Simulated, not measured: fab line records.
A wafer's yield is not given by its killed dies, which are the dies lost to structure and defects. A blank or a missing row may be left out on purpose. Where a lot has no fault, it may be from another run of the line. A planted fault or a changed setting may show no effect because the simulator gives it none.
Which tool is to blame? || flow nand-harc || 69 wafers from 23 lots sampled at 3 of the route's 1159 steps

## WHAT EACH GAUGE READ, for each wafer
NHARC_A_BLC_CD_MEAS_10: target cd 100 nm.
{"lot": "L074", "measured": "day 18 01:58", "on": "cd-sem-01", "cd-nm (nm)": "100.0 99.7 99.7"}
{"lot": "L075", "measured": "day 18 22:28", "on": "cd-sem-03", "cd-nm (nm)": "99.6 100.5 100.0"}
{"lot": "L076", "measured": "day 18 23:37", "on": "cd-sem-03", "cd-nm (nm)": "99.5 100.3 100.1"}
{"lot": "L077", "measured": "day 19 05:41", "on": "cd-sem-01", "cd-nm (nm)": "100.6 99.4 100.1"}
{"lot": "L079", "measured": "day 19 21:40", "on": "cd-sem-02", "cd-nm (nm)": "99.2 99.2 99.6"}
{"lot": "L078", "measured": "day 20 03:54", "on": "cd-sem-03", "cd-nm (nm)": "99.8 99.2 99.4"}
{"lot": "L082", "measured": "day 22 05:39", "on": "cd-sem-02", "cd-nm (nm)": "100.1 100.1 100.1"}
{"lot": "L083", "measured": "day 22 04:55", "on": "cd-sem-01", "cd-nm (nm)": "99.8 99.6 100.0"}
{"lot": "L084", "measured": "day 22 06:43", "on": "cd-sem-02", "cd-nm (nm)": "99.7 99.7 99.6"}
{"lot": "L088", "measured": "day 22 06:56", "on": "cd-sem-01", "cd-nm (nm)": "100.3 100.0 99.8"}
{"lot": "L085", "measured": "day 22 12:04", "on": "cd-sem-03", "cd-nm (nm)": "99.4 99.7 99.4"}
{"lot": "L080", "measured": "day 22 12:44", "on": "cd-sem-02", "cd-nm (nm)": "100.2 99.9 99.8"}
{"lot": "L081", "measured": "day 23 01:50", "on": "cd-sem-01", "cd-nm (nm)": "100.1 99.8 99.6"}
{"lot": "L089", "measured": "day 23 08:42", "on": "cd-sem-03", "cd-nm (nm)": "99.4 99.6 100.2"}
{"lot": "L087", "measured": "day 23 11:20", "on": "cd-sem-03", "cd-nm (nm)": "100.0 99.9 99.4"}
{"lot": "L091", "measured": "day 23 13:08", "on": "cd-sem-01", "cd-nm (nm)": "100.0 99.2 99.5"}
{"lot": "L090", "measured": "day 23 13:10", "on": "cd-sem-02", "cd-nm (nm)": "99.8 100.1 100.1"}
{"lot": "L092", "measured": "day 23 18:01", "on": "cd-sem-02", "cd-nm (nm)": "99.9 99.7 99.9"}
{"lot": "L094", "measured": "day 24 11:27", "on": "cd-sem-02", "cd-nm (nm)": "100.0 100.0 100.1"}
{"lot": "L093", "measured": "day 24 12:20", "on": "cd-sem-02", "cd-nm (nm)": "99.8 99.7 99.8"}
{"lot": "L097", "measured": "day 24 15:40", "on": "cd-sem-01", "cd-nm (nm)": "99.7 99.8 100.3"}
{"lot": "L096", "measured": "day 24 16:16", "on": "cd-sem-01", "cd-nm (nm)": "99.7 99.5 100.3"}
{"lot": "L095", "measured": "day 24 21:32", "on": "cd-sem-01", "cd-nm (nm)": "99.4 99.6 99.3"}

## WHAT TOOL EACH LOT RAN ON (gives the tool, then ch and the chambers of the sampled wafers, and finally the start)
{"lot": "L074", "NHARC_A_CONTACT_ETCH_134": "har-cap-etch-01 ch 0,1, day 17 07:46", "NHARC_A_CONTACT_STRIP_26": "rie-diel-04 ch 0,3, day 18 01:58 or earlier"}
{"lot": "L075", "NHARC_A_CONTACT_ETCH_134": "har-cap-etch-03 ch 0,1, day 18 15:26", "NHARC_A_CONTACT_STRIP_26": "rie-diel-04 ch 0,1, day 18 22:28 or earlier"}
{"lot": "L076", "NHARC_A_CONTACT_ETCH_134": "har-cap-etch-03 ch 0,1, day 18 19:32", "NHARC_A_CONTACT_STRIP_26": "rie-diel-04 ch 0,1,2, day 18 23:37 or earlier"}
{"lot": "L077", "NHARC_A_CONTACT_ETCH_134": "har-cap-etch-02 ch 0,1, day 19 01:31", "NHARC_A_CONTACT_STRIP_26": "rie-diel-11 ch 0,1,2, day 19 05:41 or earlier"}
{"lot": "L079", "NHARC_A_CONTACT_ETCH_134": "har-cap-etch-02 ch 0,1, day 19 07:22", "NHARC_A_CONTACT_STRIP_26": "rie-diel-13 ch 2,3, day 19 21:40 or earlier"}
{"lot": "L078", "NHARC_A_CONTACT_ETCH_134": "har-cap-etch-03 ch 0,1, day 19 12:49", "NHARC_A_CONTACT_STRIP_26": "rie-diel-11 ch 1,3, day 20 03:54 or earlier"}
{"lot": "L082", "NHARC_A_CONTACT_ETCH_134": "har-cap-etch-03 ch 0,1, day 21 15:40", "NHARC_A_CONTACT_STRIP_26": "rie-diel-11 ch 0,1, day 22 05:39 or earlier"}
{"lot": "L083", "NHARC_A_CONTACT_ETCH_134": "har-cap-etch-01 ch 0,1, day 21 15:52", "NHARC_A_CONTACT_STRIP_26": "rie-diel-11 ch 1,2, day 22 04:55 or earlier"}
{"lot": "L084", "NHARC_A_CONTACT_ETCH_134": "har-cap-etch-03 ch 0,1, day 22 01:04", "NHARC_A_CONTACT_STRIP_26": "rie-diel-13 ch 0,2, day 22 06:43 or earlier"}
{"lot": "L088", "NHARC_A_CONTACT_ETCH_134": "har-cap-etch-01 ch 0,1, day 22 01:14", "NHARC_A_CONTACT_STRIP_26": "rie-diel-04 ch 1,2,3, day 22 06:56 or earlier"}
{"lot": "L085", "NHARC_A_CONTACT_ETCH_134": "har-cap-etch-02 ch 0,1, day 22 07:10", "NHARC_A_CONTACT_STRIP_26": "rie-diel-11 ch 1,2,3, day 22 12:04 or earlier"}
{"lot": "L080", "NHARC_A_CONTACT_ETCH_134": "har-cap-etch-01 ch 0,1, day 22 08:15", "NHARC_A_CONTACT_STRIP_26": "rie-diel-11 ch 0,1,2, day 22 12:44 or earlier"}
{"lot": "L081", "NHARC_A_CONTACT_ETCH_134": "har-cap-etch-02 ch 0,1, day 22 13:25", "NHARC_A_CONTACT_STRIP_26": "rie-diel-13 ch 0,1,2, day 23 01:50 or earlier"}
{"lot": "L089", "NHARC_A_CONTACT_ETCH_134": "har-cap-etch-02 ch 0,1, day 22 20:28", "NHARC_A_CONTACT_STRIP_26": "rie-diel-13 ch 0,2,3, day 23 08:42 or earlier"}
{"lot": "L087", "NHARC_A_CONTACT_ETCH_134": "har-cap-etch-01 ch 0,1, day 22 20:45", "NHARC_A_CONTACT_STRIP_26": "rie-diel-11 ch 1,2, day 23 11:20 or earlier"}
{"lot": "L091", "NHARC_A_CONTACT_ETCH_134": "har-cap-etch-03 ch 0,1, day 22 21:44", "NHARC_A_CONTACT_STRIP_26": "rie-diel-11 ch 0,2,3, day 23 13:08 or earlier"}
{"lot": "L090", "NHARC_A_CONTACT_ETCH_134": "har-cap-etch-02 ch 0,1, day 22 22:44", "NHARC_A_CONTACT_STRIP_26": "rie-diel-04 ch 0,1,2, day 23 13:10 or earlier"}
{"lot": "L092", "NHARC_A_CONTACT_ETCH_134": "har-cap-etch-01 ch 0,1, day 23 01:09", "NHARC_A_CONTACT_STRIP_26": "rie-diel-13 ch 0,1,3, day 23 18:01 or earlier"}
{"lot": "L094", "NHARC_A_CONTACT_ETCH_134": "har-cap-etch-01 ch 0,1, day 24 02:40", "NHARC_A_CONTACT_STRIP_26": "rie-diel-04 ch 0,2,3, day 24 11:27 or earlier"}
{"lot": "L093", "NHARC_A_CONTACT_ETCH_134": "har-cap-etch-02 ch 0,1, day 24 04:17", "NHARC_A_CONTACT_STRIP_26": "rie-diel-13 ch 0,2, day 24 12:20 or earlier"}
{"lot": "L097", "NHARC_A_CONTACT_ETCH_134": "har-cap-etch-01 ch 0,1, day 24 07:20", "NHARC_A_CONTACT_STRIP_26": "rie-diel-04 ch 1,2, day 24 15:40 or earlier"}
{"lot": "L096", "NHARC_A_CONTACT_ETCH_134": "har-cap-etch-01 ch 0,1, day 24 08:11", "NHARC_A_CONTACT_STRIP_26": "rie-diel-11 ch 1,2, day 24 16:16 or earlier"}
{"lot": "L095", "NHARC_A_CONTACT_ETCH_134": "har-cap-etch-02 ch 0,1, day 24 16:46", "NHARC_A_CONTACT_STRIP_26": "rie-diel-04 ch 0,1,2, day 24 21:32 or earlier"}
- NHARC_A_CONTACT_ETCH_134: etches the open film in C4F8/O2/Ar, time 140 s, target depth 700 nm.
- NHARC_A_CONTACT_STRIP_26: strips in O2.

## WHAT THE TOOLS THEMSELVES READ (means of the sampled wafers that have a number; where no wafer has one, the mark that the record gives instead)
NHARC_A_CONTACT_ETCH_134.
{"lot": "L074", "tool": "har-cap-etch-01", "chamber-pressure-mTorr (mTorr)": 20.026}
{"lot": "L075", "tool": "har-cap-etch-03", "chamber-pressure-mTorr (mTorr)": 20.009}
{"lot": "L076", "tool": "har-cap-etch-03", "chamber-pressure-mTorr (mTorr)": 19.982}
{"lot": "L077", "tool": "har-cap-etch-02", "chamber-pressure-mTorr (mTorr)": 20.007}
{"lot": "L079", "tool": "har-cap-etch-02", "chamber-pressure-mTorr (mTorr)": 19.998}
{"lot": "L078", "tool": "har-cap-etch-03", "chamber-pressure-mTorr (mTorr)": 19.991}
{"lot": "L082", "tool": "har-cap-etch-03", "chamber-pressure-mTorr (mTorr)": 20.018}
{"lot": "L083", "tool": "har-cap-etch-01", "chamber-pressure-mTorr (mTorr)": 19.999}
{"lot": "L084", "tool": "har-cap-etch-03", "chamber-pressure-mTorr (mTorr)": 20.006}
{"lot": "L088", "tool": "har-cap-etch-01", "chamber-pressure-mTorr (mTorr)": 19.974}
{"lot": "L085", "tool": "har-cap-etch-02", "chamber-pressure-mTorr (mTorr)": 20.006}
{"lot": "L080", "tool": "har-cap-etch-01", "chamber-pressure-mTorr (mTorr)": 20.002}
{"lot": "L081", "tool": "har-cap-etch-02", "chamber-pressure-mTorr (mTorr)": 20.014}
{"lot": "L089", "tool": "har-cap-etch-02", "chamber-pressure-mTorr (mTorr)": 20.003}
{"lot": "L087", "tool": "har-cap-etch-01", "chamber-pressure-mTorr (mTorr)": 20.011}
{"lot": "L091", "tool": "har-cap-etch-03", "chamber-pressure-mTorr (mTorr)": 19.986}
{"lot": "L090", "tool": "har-cap-etch-02", "chamber-pressure-mTorr (mTorr)": 19.997}
{"lot": "L092", "tool": "har-cap-etch-01", "chamber-pressure-mTorr (mTorr)": 20.001}
{"lot": "L094", "tool": "har-cap-etch-01", "chamber-pressure-mTorr (mTorr)": 19.993}
{"lot": "L093", "tool": "har-cap-etch-02", "chamber-pressure-mTorr (mTorr)": 20.007}
{"lot": "L097", "tool": "har-cap-etch-01", "chamber-pressure-mTorr (mTorr)": 19.994}
{"lot": "L096", "tool": "har-cap-etch-01", "chamber-pressure-mTorr (mTorr)": 20.003}
{"lot": "L095", "tool": "har-cap-etch-02", "chamber-pressure-mTorr (mTorr)": 19.985}

NHARC_A_CONTACT_STRIP_26.
{"lot": "L074", "tool": "rie-diel-04", "chamber-pressure-mTorr (mTorr)": 60.07, "drypump-motor-current-A (A)": 5.2, "oes-product-au (a.u.)": 0.989, "rf-vpp-V (V)": 58.2, "showerhead-plenum-p-Torr (Torr)": 3.47, "throttle-valve-pct (%)": 17.025}
{"lot": "L075", "tool": "rie-diel-04", "chamber-pressure-mTorr (mTorr)": 60.05, "drypump-motor-current-A (A)": 5.7, "oes-product-au (a.u.)": 0.999, "rf-vpp-V (V)": 57.3, "showerhead-plenum-p-Torr (Torr)": 3.37, "throttle-valve-pct (%)": 17.035}
{"lot": "L076", "tool": "rie-diel-04", "chamber-pressure-mTorr (mTorr)": 60.04, "drypump-motor-current-A (A)": 5.7, "oes-product-au (a.u.)": 0.998, "rf-vpp-V (V)": 56.7, "showerhead-plenum-p-Torr (Torr)": 3.43, "throttle-valve-pct (%)": 17.029}
{"lot": "L077", "tool": "rie-diel-11", "chamber-pressure-mTorr (mTorr)": 60.00, "drypump-motor-current-A (A)": 5.7, "oes-product-au (a.u.)": 1.002, "rf-vpp-V (V)": 57.0, "showerhead-plenum-p-Torr (Torr)": 3.42, "throttle-valve-pct (%)": 17.033}
{"lot": "L079", "tool": "rie-diel-13", "chamber-pressure-mTorr (mTorr)": 60.01, "drypump-motor-current-A (A)": 6.0, "oes-product-au (a.u.)": 1.008, "rf-vpp-V (V)": 58.8, "showerhead-plenum-p-Torr (Torr)": 3.46, "throttle-valve-pct (%)": 17.031}
{"lot": "L078", "tool": "rie-diel-11", "chamber-pressure-mTorr (mTorr)": 60.02, "drypump-motor-current-A (A)": 5.7, "oes-product-au (a.u.)": 1.005, "rf-vpp-V (V)": 57.5, "showerhead-plenum-p-Torr (Torr)": 3.50, "throttle-valve-pct (%)": 17.038}
{"lot": "L082", "tool": "rie-diel-11", "chamber-pressure-mTorr (mTorr)": 60.04, "drypump-motor-current-A (A)": 5.6, "oes-product-au (a.u.)": 1.003, "rf-vpp-V (V)": 57.4, "showerhead-plenum-p-Torr (Torr)": 3.45, "throttle-valve-pct (%)": 17.029}
{"lot": "L083", "tool": "rie-diel-11", "chamber-pressure-mTorr (mTorr)": 60.06, "drypump-motor-current-A (A)": 5.8, "oes-product-au (a.u.)": 1.004, "rf-vpp-V (V)": 57.7, "showerhead-plenum-p-Torr (Torr)": 3.46, "throttle-valve-pct (%)": 17.030}
{"lot": "L084", "tool": "rie-diel-13", "chamber-pressure-mTorr (mTorr)": 59.97, "drypump-motor-current-A (A)": 5.6, "oes-product-au (a.u.)": 0.990, "rf-vpp-V (V)": 56.9, "showerhead-plenum-p-Torr (Torr)": 3.38, "throttle-valve-pct (%)": 17.036}
{"lot": "L088", "tool": "rie-diel-04", "chamber-pressure-mTorr (mTorr)": 59.95, "drypump-motor-current-A (A)": 5.5, "oes-product-au (a.u.)": 0.996, "rf-vpp-V (V)": 57.9, "showerhead-plenum-p-Torr (Torr)": 3.50, "throttle-valve-pct (%)": 17.036}
{"lot": "L085", "tool": "rie-diel-11", "chamber-pressure-mTorr (mTorr)": 60.03, "drypump-motor-current-A (A)": 5.8, "oes-product-au (a.u.)": 1.008, "rf-vpp-V (V)": 58.1, "showerhead-plenum-p-Torr (Torr)": 3.45, "throttle-valve-pct (%)": 17.032}
{"lot": "L080", "tool": "rie-diel-11", "chamber-pressure-mTorr (mTorr)": 60.01, "drypump-motor-current-A (A)": 5.7, "oes-product-au (a.u.)": 1.003, "rf-vpp-V (V)": 57.7, "showerhead-plenum-p-Torr (Torr)": 3.41, "throttle-valve-pct (%)": 17.040}
{"lot": "L081", "tool": "rie-diel-13", "chamber-pressure-mTorr (mTorr)": 59.96, "drypump-motor-current-A (A)": 5.5, "oes-product-au (a.u.)": 1.003, "rf-vpp-V (V)": 57.1, "showerhead-plenum-p-Torr (Torr)": 3.42, "throttle-valve-pct (%)": 17.027}
{"lot": "L089", "tool": "rie-diel-13", "chamber-pressure-mTorr (mTorr)": 60.01, "drypump-motor-current-A (A)": 5.9, "oes-product-au (a.u.)": 0.999, "rf-vpp-V (V)": 58.0, "showerhead-plenum-p-Torr (Torr)": 3.53, "throttle-valve-pct (%)": 17.036}
{"lot": "L087", "tool": "rie-diel-11", "chamber-pressure-mTorr (mTorr)": 60.04, "drypump-motor-current-A (A)": 5.7, "oes-product-au (a.u.)": 1.007, "rf-vpp-V (V)": 57.6, "showerhead-plenum-p-Torr (Torr)": 3.49, "throttle-valve-pct (%)": 17.034}
{"lot": "L091", "tool": "rie-diel-11", "chamber-pressure-mTorr (mTorr)": 59.98, "drypump-motor-current-A (A)": 5.7, "oes-product-au (a.u.)": 1.008, "rf-vpp-V (V)": 56.8, "showerhead-plenum-p-Torr (Torr)": 3.37, "throttle-valve-pct (%)": 17.030}
{"lot": "L090", "tool": "rie-diel-04", "chamber-pressure-mTorr (mTorr)": 59.96, "drypump-motor-current-A (A)": 5.7, "oes-product-au (a.u.)": 1.006, "rf-vpp-V (V)": 57.7, "showerhead-plenum-p-Torr (Torr)": 3.42, "throttle-valve-pct (%)": 17.031}
{"lot": "L092", "tool": "rie-diel-13", "chamber-pressure-mTorr (mTorr)": 59.99, "drypump-motor-current-A (A)": 5.8, "oes-product-au (a.u.)": 1.002, "rf-vpp-V (V)": 58.1, "showerhead-plenum-p-Torr (Torr)": 3.57, "throttle-valve-pct (%)": 17.027}
{"lot": "L094", "tool": "rie-diel-04", "chamber-pressure-mTorr (mTorr)": 59.95, "drypump-motor-current-A (A)": 5.4, "oes-product-au (a.u.)": 0.996, "rf-vpp-V (V)": 57.4, "showerhead-plenum-p-Torr (Torr)": 3.43, "throttle-valve-pct (%)": 17.038}
{"lot": "L093", "tool": "rie-diel-13", "chamber-pressure-mTorr (mTorr)": 60.00, "drypump-motor-current-A (A)": 5.6, "oes-product-au (a.u.)": 1.009, "rf-vpp-V (V)": 57.5, "showerhead-plenum-p-Torr (Torr)": 3.37, "throttle-valve-pct (%)": 17.040}
{"lot": "L097", "tool": "rie-diel-04", "chamber-pressure-mTorr (mTorr)": 60.00, "drypump-motor-current-A (A)": 5.7, "oes-product-au (a.u.)": 0.997, "rf-vpp-V (V)": 57.4, "showerhead-plenum-p-Torr (Torr)": 3.47, "throttle-valve-pct (%)": 17.046}
{"lot": "L096", "tool": "rie-diel-11", "chamber-pressure-mTorr (mTorr)": 60.04, "drypump-motor-current-A (A)": 5.7, "oes-product-au (a.u.)": 1.001, "rf-vpp-V (V)": 58.1, "showerhead-plenum-p-Torr (Torr)": 3.48, "throttle-valve-pct (%)": 17.034}
{"lot": "L095", "tool": "rie-diel-04", "chamber-pressure-mTorr (mTorr)": 60.03, "drypump-motor-current-A (A)": 5.7, "oes-product-au (a.u.)": 0.998, "rf-vpp-V (V)": 56.9, "showerhead-plenum-p-Torr (Torr)": 3.41, "throttle-valve-pct (%)": 17.032}

## THE ANSWER, worked out from the rows above alone
Rule: the usual values come from the lots themselves. The widest of any qualifying gaps counts: lots, ordered by their means at a reading, are off when they make up no more than a third of the lots, leave a main group of 4 or more, and stand apart from it by 3 or more times the standard deviation of that group's means. A main group whose means are all the same, to the digits that the tables above print for the reading, isn't used. A lot without any number at a reading at which 4 lots or more have one is off too. Where the step has rows for the other lots, those lots are counted as sound. After the gauges, taken in route order, come the tools' own readings; for these a lot's mean is taken, as printed above. The first step at which some lot is off is used, and at that step the reading that is off furthest; a lot without a number counts as furthest.
No lot is off at any reading shown: from this, nothing can be told.

## WHAT THE SIMULATOR HAD PUT IN
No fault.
